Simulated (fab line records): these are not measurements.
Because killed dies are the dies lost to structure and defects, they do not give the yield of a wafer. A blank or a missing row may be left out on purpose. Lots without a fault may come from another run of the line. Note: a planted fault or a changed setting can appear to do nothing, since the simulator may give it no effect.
Comparing a struck lot with a sound one :: flow nand harc :: 16 steps out of a route of 1302
Sound: the wafers L599.2, L599.5, L599.6. Struck: wafer L606.4; the same lot's L606.2 was not struck, so it is left out; see the end for the cause.
At each step with rows: each side's tool, then ch and its chambers, then its first start. Under that, the readings that differ: sound wafers :: struck wafers :: difference of the means :: sigmas: that difference in standard deviations of wafers without a fault.
alike: words and numbers the same on both sides, and readings whose means are apart by under 2 such deviations; not compared: readings that were withheld, readings missing a value for some wafer, numbers with overlapping values and no deviation given by the record, and bounds like >300 which may hide the same value.
Wherever a step has rows on one side only, a row that says differs or no value, or a row with sigmas, the two part there. Numbers that have no deviation but don't overlap get no sigmas and don't part them. A reading that every wafer of one side lacks parts them only if that side has two wafers or more.

NHARC_P_START_INSPECT_01:
  sound: defect inspect-02 at day 2 06:02; struck: defect inspect-02 at day 5 04:02
reading: raw defect count
sound: 6 2 3
struck: 0
difference: -4
sigmas: -2
then, 10 steps without rows for these wafers: NHARC_P_ZERO_WELL_PRECLEAN_00 (cleans in SPM, time 600 s); NHARC_P_ZERO_WELL_SRD_01; NHARC_P_ZERO_WELL_PECVD_02 (deposits SiO2, target thk 10 nm); NHARC_P_ZERO_WELL_DEHYDRATE_03 (time 120 s); NHARC_P_ZERO_WELL_HMDS_04 (time 30 s); NHARC_P_ZERO_WELL_COAT_64 (time 65 s); NHARC_P_ZERO_WELL_COAT_05 (resist thk 600 nm); NHARC_P_ZERO_WELL_SOFTBAKE_06 (time 70 s); NHARC_P_ZERO_WELL_EBR_07; NHARC_P_ZERO_WELL_EXPOSE_08 (exposes mask P ZERO, target cd 500 nm).
NHARC_P_ZERO_WELL_PEB_09: peb time 80 s.
  sound on litho track-02 ch 0, day 2 07:02; struck on litho track-02 ch 0, day 5 05:19
then, 1 step without rows for these wafers: NHARC_P_ZERO_WELL_DEVELOP_10 (time 50 s).
NHARC_P_ZERO_WELL_CD_MEAS_11: target cd 500 nm.
  sound on cd sem-03 ch 0, day 2 07:07; struck on cd sem-02 ch 0, day 5 05:24
reading: cd nm (nm)
sound: 497.2 498.0 498.3
struck: 520.3
difference: +22.5
sigmas: +15
then, 1 step without rows for these wafers: NHARC_P_ZERO_WELL_HARDBAKE_12 (time 65 s).
-- jump in the record: it breaks off in module P_ZERO_WELL and resumes in module END (first step shown: number 1302 of the route), and 23 days separate the struck wafers' starts before and after --
NHARC_END_SORT_01:
  sound on prober-02 ch 0, day 24 09:16; struck on prober-02 ch 0, day 28 07:03
  alike: killed at array, killed at other, killed at periphery, killed dies, killed open, killed short

WHERE THEY PART
At NHARC_P_START_INSPECT_01 first; at NHARC_P_ZERO_WELL_CD_MEAS_11 last (within this record only). Later steps at which nothing parts them and some readings are alike: NHARC_END_SORT_01.

WHY: the cause the simulator had injected
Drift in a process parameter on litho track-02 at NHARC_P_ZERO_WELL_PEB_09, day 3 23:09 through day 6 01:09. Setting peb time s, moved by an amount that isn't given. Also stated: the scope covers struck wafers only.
